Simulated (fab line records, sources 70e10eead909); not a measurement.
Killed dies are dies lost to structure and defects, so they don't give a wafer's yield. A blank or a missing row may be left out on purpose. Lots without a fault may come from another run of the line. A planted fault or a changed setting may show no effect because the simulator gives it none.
A struck lot beside a sound one | flow nand_harc | 13 steps out of a route of 1159
Sound: wafers L860.2, L860.3, L860.4. Struck: wafers L868.1, L868.2, L868.5. The cause comes at the end.
At each step with rows: each side's tool, then ch and its chambers, then its first start. Under that, the readings that differ: sound wafers | struck wafers | difference of the means | sigmas: that difference in standard deviations of wafers without a fault.
alike: readings whose means differ by less than 2 such deviations, and words and numbers that are the same on both sides. not compared: withheld readings, readings that some wafer has no value for, bounds like >300 that may hide the same value, and numbers for which the record gives no deviation and whose values overlap.
The two part at a step that has a row with sigmas, a row that says differs or no value, or rows on one side only. Numbers that don't overlap but have no deviation are shown without sigmas and don't part them. A reading that every wafer of one side lacks parts them only if that side has two wafers or more.

NHARC_P_CONTACT_CMP_01: polishes SiO2, target thk 200 nm.
  sound on cmp-04 ch 1,2,3, day 7 09:16; struck on cmp-02 ch 2,3, day 9 01:32
  alike: motor_current_A, slurry_filter_dp_kPa, slurry_flow_ml_min
then, 10 steps without rows for these wafers: NHARC_P_CONTACT_SRD_03; NHARC_P_CONTACT_DEHYDRATE_04 (time 120 s); NHARC_P_CONTACT_HMDS_05 (time 30 s); NHARC_P_CONTACT_COAT_33 (time 75 s); NHARC_P_CONTACT_COAT_34 (time 65 s); NHARC_P_CONTACT_COAT_06 (resist thk 90 nm); NHARC_P_CONTACT_SOFTBAKE_07 (time 55 s); NHARC_P_CONTACT_EBR_08; NHARC_P_CONTACT_EXPOSE_09 (exposes mask P CA, target cd 90 nm); NHARC_P_CONTACT_PEB_10 (peb time 65 s).
NHARC_P_CONTACT_DEVELOP_11: develop time 35 s.
  sound on litho_track-04 ch 0, day 7 09:00; struck on litho_track-04, day 9 02:00
  no value came back on the struck wafers for chill_plate_temp_C (C), develop_time_s (s); on the sound wafers chill_plate_temp_C (C) reads 22.97 23.00 23.02
NHARC_P_CONTACT_CD_MEAS_12: target cd 90 nm.
  sound on cd_sem-03 ch 0, day 7 09:57; struck on cd_sem-03 ch 0, day 9 02:20
  reading    | sound          | struck | difference                    | sigmas
  cd_nm (nm) | 90.3 89.8 89.6 | - - -  | no value on the struck wafers |

WHERE THEY PART
First at NHARC_P_CONTACT_DEVELOP_11; last, within this record, at NHARC_P_CONTACT_CD_MEAS_12.

WHY: what the simulator had put in
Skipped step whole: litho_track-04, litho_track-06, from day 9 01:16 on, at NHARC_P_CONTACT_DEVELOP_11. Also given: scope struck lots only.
